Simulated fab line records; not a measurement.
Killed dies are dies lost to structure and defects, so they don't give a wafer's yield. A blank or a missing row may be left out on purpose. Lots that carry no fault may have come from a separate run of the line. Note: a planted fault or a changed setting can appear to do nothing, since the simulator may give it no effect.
Chamber matching + flow nand_harc + 4 sister chambers for NHARC_A_STAIRCASE_DESCUM_252 on rie_diel-05
The step chemistry O2, time 3 s. 27 wafers are shown with their chamber, then 12 later ones without.

## WAFERS PAIRED WITH THEIR CHAMBERS
| wafer  | chamber | drypump_motor_current_A (A) | showerhead_plenum_p_Torr (Torr) | oes_product_au (a.u.) |
|--------|---------|-----------------------------|---------------------------------|-----------------------|
| L075.3 | 1       | 4.8                         | 1.97                            | 1.007                 |
| L075.4 | 3       | 4.9                         | 1.83                            | 1.000                 |
| L075.5 | 0       | 6.1                         | 1.91                            | 1.006                 |
| L077.1 | 2       | 6.3                         | 1.88                            | 0.994                 |
| L077.4 | 1       | 4.8                         | 1.96                            | 0.998                 |
| L077.6 | 0       | 6.1                         | 1.91                            | 1.008                 |
| L076.1 | 1       | 4.8                         | 1.96                            | 1.007                 |
| L076.2 | 0       | 6.1                         | 1.91                            | 1.003                 |
| L076.4 | 2       | 6.3                         | 1.88                            | 0.998                 |
| L078.1 | 2       | 6.3                         | 1.88                            | 1.007                 |
| L078.5 | 1       | 4.8                         | 1.96                            | 1.014                 |
| L078.6 | 0       | 6.1                         | 1.91                            | 1.004                 |
| L083.3 | 0       | 6.1                         | 1.90                            | 1.004                 |
| L083.5 | 0       | 6.1                         | 1.90                            | 1.008                 |
| L083.6 | 1       | 4.8                         | 1.96                            | 1.005                 |
| L084.4 | 0       | 6.1                         | 1.90                            | 1.001                 |
| L084.5 | 3       | 4.9                         | 1.83                            | 0.993                 |
| L084.6 | 0       | 6.1                         | 1.90                            | 1.007                 |
| L085.1 | 2       | 6.3                         | 1.87                            | 0.989                 |
| L085.3 | 3       | 4.9                         | 1.82                            | 0.996                 |
| L085.5 | 2       | 6.2                         | 1.87                            | 0.984                 |
| L088.3 | 3       | 4.9                         | 1.82                            | 1.004                 |
| L088.4 | 2       | 6.2                         | 1.87                            | 0.989                 |
| L088.6 | 1       | 4.8                         | 1.95                            | 1.002                 |
| L091.3 | 0       | 6.1                         | 1.90                            | 1.004                 |
| L091.5 | 2       | 6.2                         | 1.87                            | 0.999                 |
| L091.6 | 1       | 4.8                         | 1.95                            | 1.010                 |

SIGNATURES (averages over the wafers above)
| reading                  | chamber 0 | chamber 1 | chamber 2 | chamber 3 | scatter within a chamber |
|--------------------------|-----------|-----------|-----------|-----------|--------------------------|
| drypump_motor_current_A  | 6.100     | 4.800     | 6.257     | 4.900     | 0.0273                   |
| showerhead_plenum_p_Torr | 1.9044    | 1.9586    | 1.8743    | 1.8250    | 0.00582                  |
| oes_product_au           | 1.00500   | 1.00614   | 0.99429   | 0.99825   | 0.00526                  |
Rule: a wafer lies at a distance from a chamber equal to the root of the sum of squares, over the readings, of (its reading less the chamber's mean, divided by the reading's scatter). If the next closest chamber is less than 2 further off than the closest, the wafer can't be placed; otherwise it belongs to the closest. The scatter: take each reading less its chamber's mean, square it, sum over the shown wafers, divide by the number of wafers less the number of chambers, and take the root.

## WAFERS WITHOUT THEIR CHAMBER
| wafer  | drypump_motor_current_A (A) | showerhead_plenum_p_Torr (Torr) | oes_product_au (a.u.) |
|--------|-----------------------------|---------------------------------|-----------------------|
| L095.2 | 4.8                         | 1.94                            | 1.003                 |
| L095.3 | 4.9                         | 1.82                            | 1.000                 |
| L095.4 | 6.2                         | 1.86                            | 0.998                 |
| L094.2 | 6.2                         | 1.86                            | 1.001                 |
| L094.3 | 4.9                         | 1.81                            | 1.004                 |
| L094.6 | 6.2                         | 1.89                            | 1.007                 |
| L096.1 | 4.9                         | 1.81                            | 0.993                 |
| L096.2 | 6.2                         | 1.86                            | 0.993                 |
| L096.3 | 6.1                         | 1.89                            | 1.010                 |
| L097.1 | 4.8                         | 1.94                            | 0.984                 |
| L097.5 | 4.9                         | 1.81                            | 0.998                 |
| L097.6 | 6.2                         | 1.86                            | 1.002                 |

## WHICH CHAMBER EACH WENT THROUGH
| wafer  | from the rows above     | in truth |
|--------|-------------------------|----------|
| L095.2 | 1                       | 1        |
| L095.3 | 3                       | 3        |
| L095.4 | 2                       | 2        |
| L094.2 | 2                       | 2        |
| L094.3 | 3                       | 3        |
| L094.6 | can't be placed: 2 or 0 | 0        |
| L096.1 | 3                       | 3        |
| L096.2 | 2                       | 2        |
| L096.3 | 0                       | 0        |
| L097.1 | 1                       | 1        |
| L097.5 | 3                       | 3        |
| L097.6 | 2                       | 2        |
11 of 12 placed correctly. These rows do not allow placing 1 (true chamber among the candidates in 1). 0 placed wrongly.
